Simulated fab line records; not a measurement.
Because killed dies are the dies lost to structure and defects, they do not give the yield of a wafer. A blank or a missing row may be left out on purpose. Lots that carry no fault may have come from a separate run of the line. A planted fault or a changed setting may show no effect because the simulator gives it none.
Split-lot trial || flow n5-finfet || on a route of 1938 steps: 7 lots, 21 wafers read

ON THE SPLIT
At N5_BEOL_M15_SPUTTER_43 (material TaN, target thk 15 nm, time 24.19 s), the setting power-w was moved away from the recipe's 15000 W on 8 of the 21 wafers read, by -16.4% to +8.3%. This setting was run at the recipe's value on the other wafers.

Reading taken at the split's own step.

THE READING
TaN_of_BEOL_M15_SPUTTER_43.thk-nm (the simulator's own value, which no gauge read), in nm, at N5_BEOL_M15_SPUTTER_43 (material TaN, target thk 15 nm, time 24.19 s). The file does not state a usual value for it. Average 14.9 nm, standard deviation 0.2 nm, over the 13 wafers here run with the recipe.

{"wafer": "L079.3", "tool, chamber at the split": "pvd-sputter-02, -", "power-w as run, W": 12860, "against the recipe": "-14.3%", "TaN_of_BEOL_M15_SPUTTER_43.thk-nm, nm": 12.6, "against lot-mates on the recipe": -2.6}
{"wafer": "L079.5", "tool, chamber at the split": "pvd-sputter-02, -", "power-w as run, W": 12860, "against the recipe": "-14.3%", "TaN_of_BEOL_M15_SPUTTER_43.thk-nm, nm": 12.8, "against lot-mates on the recipe": -2.4}
{"wafer": "L079.6", "tool, chamber at the split": "pvd-sputter-02, -", "power-w as run, W": 15000, "against the recipe": "recipe", "TaN_of_BEOL_M15_SPUTTER_43.thk-nm, nm": 15.2, "against lot-mates on the recipe": "-"}
{"wafer": "L086.2", "tool, chamber at the split": "pvd-sputter-03, -", "power-w as run, W": 16240, "against the recipe": "+8.3%", "TaN_of_BEOL_M15_SPUTTER_43.thk-nm, nm": 16, "against lot-mates on the recipe": "+1.2"}
{"wafer": "L086.3", "tool, chamber at the split": "pvd-sputter-03, -", "power-w as run, W": 15000, "against the recipe": "recipe", "TaN_of_BEOL_M15_SPUTTER_43.thk-nm, nm": 14.8, "against lot-mates on the recipe": "-"}
{"wafer": "L086.6", "tool, chamber at the split": "pvd-sputter-03, -", "power-w as run, W": 16240, "against the recipe": "+8.3%", "TaN_of_BEOL_M15_SPUTTER_43.thk-nm, nm": 16.2, "against lot-mates on the recipe": "+1.4"}
{"wafer": "L088.2", "tool, chamber at the split": "pvd-sputter-02, -", "power-w as run, W": 15000, "against the recipe": "recipe", "TaN_of_BEOL_M15_SPUTTER_43.thk-nm, nm": 14.8, "against lot-mates on the recipe": "-"}
{"wafer": "L088.4", "tool, chamber at the split": "pvd-sputter-02, -", "power-w as run, W": 15000, "against the recipe": "recipe", "TaN_of_BEOL_M15_SPUTTER_43.thk-nm, nm": 14.8, "against lot-mates on the recipe": "-"}
{"wafer": "L088.6", "tool, chamber at the split": "pvd-sputter-02, -", "power-w as run, W": 15000, "against the recipe": "recipe", "TaN_of_BEOL_M15_SPUTTER_43.thk-nm, nm": 14.8, "against lot-mates on the recipe": "-"}
{"wafer": "L091.1", "tool, chamber at the split": "pvd-sputter-01, -", "power-w as run, W": 15700, "against the recipe": "+4.7%", "TaN_of_BEOL_M15_SPUTTER_43.thk-nm, nm": 15.6, "against lot-mates on the recipe": "+0.6"}
{"wafer": "L091.4", "tool, chamber at the split": "pvd-sputter-01, -", "power-w as run, W": 15700, "against the recipe": "+4.7%", "TaN_of_BEOL_M15_SPUTTER_43.thk-nm, nm": 15.6, "against lot-mates on the recipe": "+0.6"}
{"wafer": "L091.6", "tool, chamber at the split": "pvd-sputter-01, -", "power-w as run, W": 15000, "against the recipe": "recipe", "TaN_of_BEOL_M15_SPUTTER_43.thk-nm, nm": 15, "against lot-mates on the recipe": "-"}
{"wafer": "L092.1", "tool, chamber at the split": "pvd-sputter-03, -", "power-w as run, W": 15000, "against the recipe": "recipe", "TaN_of_BEOL_M15_SPUTTER_43.thk-nm, nm": 14.6, "against lot-mates on the recipe": "-"}
{"wafer": "L092.6", "tool, chamber at the split": "pvd-sputter-03, -", "power-w as run, W": 15000, "against the recipe": "recipe", "TaN_of_BEOL_M15_SPUTTER_43.thk-nm, nm": 14.6, "against lot-mates on the recipe": "-"}
{"wafer": "L092.3", "tool, chamber at the split": "pvd-sputter-03, -", "power-w as run, W": 15000, "against the recipe": "recipe", "TaN_of_BEOL_M15_SPUTTER_43.thk-nm, nm": 15, "against lot-mates on the recipe": "-"}
{"wafer": "L095.2", "tool, chamber at the split": "pvd-sputter-01, -", "power-w as run, W": 12540, "against the recipe": "-16.4%", "TaN_of_BEOL_M15_SPUTTER_43.thk-nm, nm": 12.4, "against lot-mates on the recipe": -2.4}
{"wafer": "L095.5", "tool, chamber at the split": "pvd-sputter-01, -", "power-w as run, W": 12540, "against the recipe": "-16.4%", "TaN_of_BEOL_M15_SPUTTER_43.thk-nm, nm": 12.4, "against lot-mates on the recipe": -2.4}
{"wafer": "L095.4", "tool, chamber at the split": "pvd-sputter-01, -", "power-w as run, W": 15000, "against the recipe": "recipe", "TaN_of_BEOL_M15_SPUTTER_43.thk-nm, nm": 14.8, "against lot-mates on the recipe": "-"}
{"wafer": "L097.3", "tool, chamber at the split": "pvd-sputter-02, -", "power-w as run, W": 15000, "against the recipe": "recipe", "TaN_of_BEOL_M15_SPUTTER_43.thk-nm, nm": 15.2, "against lot-mates on the recipe": "-"}
{"wafer": "L097.5", "tool, chamber at the split": "pvd-sputter-02, -", "power-w as run, W": 15000, "against the recipe": "recipe", "TaN_of_BEOL_M15_SPUTTER_43.thk-nm, nm": 15.2, "against lot-mates on the recipe": "-"}
{"wafer": "L097.4", "tool, chamber at the split": "pvd-sputter-02, -", "power-w as run, W": 15000, "against the recipe": "recipe", "TaN_of_BEOL_M15_SPUTTER_43.thk-nm, nm": 15, "against lot-mates on the recipe": "-"}

THE FIT
A straight line over all 21 wafers: TaN_of_BEOL_M15_SPUTTER_43.thk-nm changes by +0.152 nm for each +1% of power-w; r = +0.99; the points scatter about the line by 0.17 nm.
The same after taking each lot's own level away (the mean of its wafers on the recipe; 21 wafers): +0.157 nm for each +1%; r = +0.99; scatter 0.14 nm.
That fit puts the effect of the largest move of power-w on the reading at 2.6 nm.
Across the lots, their own levels run from 14.73 to 15.20 nm, a range of 2.3 times the standard deviation given above.
The two slopes agree, so the slope changes little with the lot-to-lot level.
Check: with one of the wafers moved furthest among these (-16.4%) left out of the fit, the line predicts -2.66 nm for it against its lot-mates. It came out at -2.4 nm against them.

THESE WAFERS: OTHER SPLITS
Note: prior to the reading, these wafers also went through further splits. Each is held against what the fit with the lots' levels taken away leaves over:
{"other split on the same wafers": "N5_BEOL_M14_SPUTTER_43 time-s", "wafers away from the commonest value": 9, "r with TaN_of_BEOL_M15_SPUTTER_43.thk-nm (lot level and that fit taken away)": -0.09}

FILE'S OWN FIT
TaN_of_BEOL_M15_SPUTTER_43.thk-nm changes by +0.157 nm for each +1% of power-w, r = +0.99.
